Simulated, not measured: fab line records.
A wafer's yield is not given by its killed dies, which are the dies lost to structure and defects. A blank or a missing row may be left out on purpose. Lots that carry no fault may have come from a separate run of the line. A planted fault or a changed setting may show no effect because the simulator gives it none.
Chamber matching || flow n5 finfet || N5_HKMG_FIN_ETCH_58 on rie diel-02 has 4 sister chambers
The step etches SOC in N2/H2, target depth 215.8 nm, time 741 s. 18 wafers are shown with their chamber, then 9 later ones without.

== WAFERS, EACH WITH ITS CHAMBER ==
{"wafer": "L082.1", "chamber": 0, "showerhead plenum p Torr (Torr)": 2.42, "drypump motor current A (A)": 5.8, "throttle valve pct (%)": 17.70}
{"wafer": "L082.2", "chamber": 2, "showerhead plenum p Torr (Torr)": 2.68, "drypump motor current A (A)": 6.2, "throttle valve pct (%)": 17.44}
{"wafer": "L082.4", "chamber": 2, "showerhead plenum p Torr (Torr)": 2.68, "drypump motor current A (A)": 6.2, "throttle valve pct (%)": 17.45}
{"wafer": "L084.3", "chamber": 1, "showerhead plenum p Torr (Torr)": 2.60, "drypump motor current A (A)": 5.3, "throttle valve pct (%)": 17.68}
{"wafer": "L084.4", "chamber": 2, "showerhead plenum p Torr (Torr)": 2.67, "drypump motor current A (A)": 6.2, "throttle valve pct (%)": 17.45}
{"wafer": "L084.6", "chamber": 1, "showerhead plenum p Torr (Torr)": 2.60, "drypump motor current A (A)": 5.3, "throttle valve pct (%)": 17.66}
{"wafer": "L087.3", "chamber": 3, "showerhead plenum p Torr (Torr)": 2.60, "drypump motor current A (A)": 5.7, "throttle valve pct (%)": 17.41}
{"wafer": "L087.4", "chamber": 1, "showerhead plenum p Torr (Torr)": 2.60, "drypump motor current A (A)": 5.2, "throttle valve pct (%)": 17.69}
{"wafer": "L087.5", "chamber": 0, "showerhead plenum p Torr (Torr)": 2.42, "drypump motor current A (A)": 5.8, "throttle valve pct (%)": 17.74}
{"wafer": "L089.2", "chamber": 2, "showerhead plenum p Torr (Torr)": 2.67, "drypump motor current A (A)": 6.2, "throttle valve pct (%)": 17.48}
{"wafer": "L089.4", "chamber": 3, "showerhead plenum p Torr (Torr)": 2.60, "drypump motor current A (A)": 5.7, "throttle valve pct (%)": 17.42}
{"wafer": "L089.5", "chamber": 1, "showerhead plenum p Torr (Torr)": 2.60, "drypump motor current A (A)": 5.3, "throttle valve pct (%)": 17.69}
{"wafer": "L091.3", "chamber": 0, "showerhead plenum p Torr (Torr)": 2.41, "drypump motor current A (A)": 5.8, "throttle valve pct (%)": 17.74}
{"wafer": "L091.5", "chamber": 2, "showerhead plenum p Torr (Torr)": 2.67, "drypump motor current A (A)": 6.2, "throttle valve pct (%)": 17.48}
{"wafer": "L091.6", "chamber": 3, "showerhead plenum p Torr (Torr)": 2.60, "drypump motor current A (A)": 5.7, "throttle valve pct (%)": 17.43}
{"wafer": "L092.1", "chamber": 3, "showerhead plenum p Torr (Torr)": 2.60, "drypump motor current A (A)": 5.7, "throttle valve pct (%)": 17.42}
{"wafer": "L092.2", "chamber": 2, "showerhead plenum p Torr (Torr)": 2.66, "drypump motor current A (A)": 6.2, "throttle valve pct (%)": 17.47}
{"wafer": "L092.3", "chamber": 0, "showerhead plenum p Torr (Torr)": 2.41, "drypump motor current A (A)": 5.8, "throttle valve pct (%)": 17.73}

SIGNATURES (means of the wafers above)
{"reading": "showerhead plenum p Torr", "chamber 0": 2.4150, "chamber 1": 2.6000, "chamber 2": 2.6717, "chamber 3": 2.6000, "scatter within a chamber": 0.00523}
{"reading": "drypump motor current A", "chamber 0": 5.800, "chamber 1": 5.275, "chamber 2": 6.200, "chamber 3": 5.700, "scatter within a chamber": 0.0231}
{"reading": "throttle valve pct", "chamber 0": 17.7275, "chamber 1": 17.6800, "chamber 2": 17.4617, "chamber 3": 17.4200, "scatter within a chamber": 0.0155}
Rule: a wafer lies at a distance from a chamber equal to the root of the sum of squares, over the readings, of (its reading less the chamber's mean, divided by the reading's scatter). If the next closest chamber is less than 2 further off than the closest, the wafer can't be placed; otherwise it belongs to the closest. The scatter is the square root of a quotient: the sum, over the shown wafers, of each reading's squared deviation from its chamber's mean, divided by wafers minus chambers.

== WAFERS WHOSE CHAMBER IS MISSING ==
{"wafer": "L094.3", "showerhead plenum p Torr (Torr)": 2.59, "drypump motor current A (A)": 5.6, "throttle valve pct (%)": 17.45}
{"wafer": "L094.5", "showerhead plenum p Torr (Torr)": 2.66, "drypump motor current A (A)": 6.2, "throttle valve pct (%)": 17.47}
{"wafer": "L094.6", "showerhead plenum p Torr (Torr)": 2.59, "drypump motor current A (A)": 5.3, "throttle valve pct (%)": 17.72}
{"wafer": "L096.1", "showerhead plenum p Torr (Torr)": 2.59, "drypump motor current A (A)": 5.3, "throttle valve pct (%)": 17.71}
{"wafer": "L096.4", "showerhead plenum p Torr (Torr)": 2.66, "drypump motor current A (A)": 6.2, "throttle valve pct (%)": 17.48}
{"wafer": "L096.5", "showerhead plenum p Torr (Torr)": 2.66, "drypump motor current A (A)": 6.2, "throttle valve pct (%)": 17.49}
{"wafer": "L097.1", "showerhead plenum p Torr (Torr)": 2.66, "drypump motor current A (A)": 6.2, "throttle valve pct (%)": 17.48}
{"wafer": "L097.3", "showerhead plenum p Torr (Torr)": 2.41, "drypump motor current A (A)": 5.8, "throttle valve pct (%)": 17.79}
{"wafer": "L097.6", "showerhead plenum p Torr (Torr)": 2.41, "drypump motor current A (A)": 5.8, "throttle valve pct (%)": 17.75}

== THE CHAMBER EACH PASSED THROUGH ==
{"wafer": "L094.3", "from the rows above": 3, "in truth": 3}
{"wafer": "L094.5", "from the rows above": 2, "in truth": 2}
{"wafer": "L094.6", "from the rows above": 1, "in truth": 1}
{"wafer": "L096.1", "from the rows above": 1, "in truth": 1}
{"wafer": "L096.4", "from the rows above": 2, "in truth": 2}
{"wafer": "L096.5", "from the rows above": 2, "in truth": 2}
{"wafer": "L097.1", "from the rows above": 2, "in truth": 2}
{"wafer": "L097.3", "from the rows above": 0, "in truth": 0}
{"wafer": "L097.6", "from the rows above": 0, "in truth": 0}
9 of 9 placed correctly. Can't be placed from these rows: 0. Number placed wrongly: 0.
